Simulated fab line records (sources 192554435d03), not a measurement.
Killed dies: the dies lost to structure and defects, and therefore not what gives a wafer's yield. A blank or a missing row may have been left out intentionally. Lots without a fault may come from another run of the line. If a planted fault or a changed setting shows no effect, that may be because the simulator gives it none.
One fault seen from 3 desks / flow n5 finfet / only its own numbers are on each desk; what lay behind them is given at the end

== AT THE TOOL OWNER'S DESK: rie diel-05 ==
The tool's own readings at N5_BEOL_M7_ETCH_41 (etches SiCN in CH3F/O2, target depth 31.9 nm, time 57.8 s): means of the sampled wafers that have a number, for each lot that ran on this tool. Marked OUT: a lot whose mean sits more than 4 standard deviations from the usual mean, which makes it out of limits; the brackets give that distance.
Columns: A = drypump motor current A at N5_BEOL_M7_ETCH_41, usual 5.9 A; B = oes product au at N5_BEOL_M7_ETCH_41, usual 0.83 a.u.; C = rf fwd power W at N5_BEOL_M7_ETCH_41, usual 390.8 W; D = rf vpp V at N5_BEOL_M7_ETCH_41, usual 297.5 V; E = showerhead plenum p Torr at N5_BEOL_M7_ETCH_41, usual 2.02 Torr; F = throttle valve pct at N5_BEOL_M7_ETCH_41, usual 16.23 %
lot=L536; first seen here=day 10 12:23; A=5.8; B=0.73; C=388.7; D=298.1; E=2.01; F=16.26
lot=L537; first seen here=day 10 18:55; A=5.8; B=0.73; C=296.4 (-52) OUT; D=325.2 (+17) OUT; E=1.98; F=16.26
lot=L539; first seen here=day 11 06:04; A=5.8; B=0.69; C=294.5 (-54) OUT; D=324.1 (+17) OUT; E=1.96; F=16.25
lot=L541; first seen here=day 12 00:42; A=5.8; B=0.72; C=295.9 (-53) OUT; D=324.7 (+17) OUT; E=1.98; F=16.28
This desk's verdict: out of limits on L537, L539, L541, starting with L537 at day 10 18:55 (rf fwd power W at N5_BEOL_M7_ETCH_41). L536: within limits.

== THE DEFECT DESK ==
Inspection counts along the route, by lot: the mean over sampled wafers that carry a number. Marked OUT: a lot whose mean sits more than 4 standard deviations from the usual mean, which makes it out of limits; the brackets give that distance.
Columns: A = raw defect count at N5_BEOL_M7_INSPECT_30, usual 412
lot=L533; first seen here=day 9 09:08; A=503
lot=L536; first seen here=day 10 12:03; A=593
lot=L537; first seen here=day 10 18:34; A=344
lot=L539; first seen here=day 11 05:42; A=377
lot=L541; first seen here=day 12 00:22; A=373
lot=L543; first seen here=day 12 09:11; A=479
lot=L552; first seen here=day 14 12:20; A=392
This desk found nothing out of limits on any of the 7 lots.

== FROM THE METROLOGY DESK ==
What the gauges read, lot by lot, whatever tool the lot ran on: means of the sampled wafers that have a number. Marked OUT: a lot whose mean sits more than 4 standard deviations from the usual mean, which makes it out of limits; the brackets give that distance.
Columns: A = V6_OVL at N5_BEOL_M7_OVL_MEAS_29, usual -0.4 nm
lot=L533; first seen here=day 9 09:04; A=0.7
lot=L536; first seen here=day 10 12:00; A=-0.2
lot=L537; first seen here=day 10 18:31; A=-0.2
lot=L539; first seen here=day 11 05:39; A=-1.4
lot=L541; first seen here=day 12 00:19; A=-1.5
lot=L543; first seen here=day 12 09:08; A=-0.5
lot=L552; first seen here=day 14 12:16; A=-1.0
This desk found nothing out of limits on any of the 7 lots.

== TAKEN TOGETHER ==
On L537, L539, L541, at day 10 18:55, an alarm was possible from the tool owner's desk.
Nothing out of limits was seen by the defect desk.
Metrology desk: nothing out of limits seen.
The defect desk has L537, L539, L541 on record, within its limits.
The metrology desk has L537, L539, L541 on record, within its limits.
All the named lots went through N5_BEOL_M7_ETCH_41 on rie diel-05.

== WHAT WAS PUT IN BY THE SIMULATOR ==
Process parameters drifting: rie diel-05 at N5_BEOL_M7_ETCH_41, beginning at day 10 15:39. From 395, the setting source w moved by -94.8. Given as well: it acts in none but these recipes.
Struck lots among those shown: L537, L539, L541.
How many hours passed from the start of the fault until each desk's first out-of-limits reading: the tool owner's desk, 3.
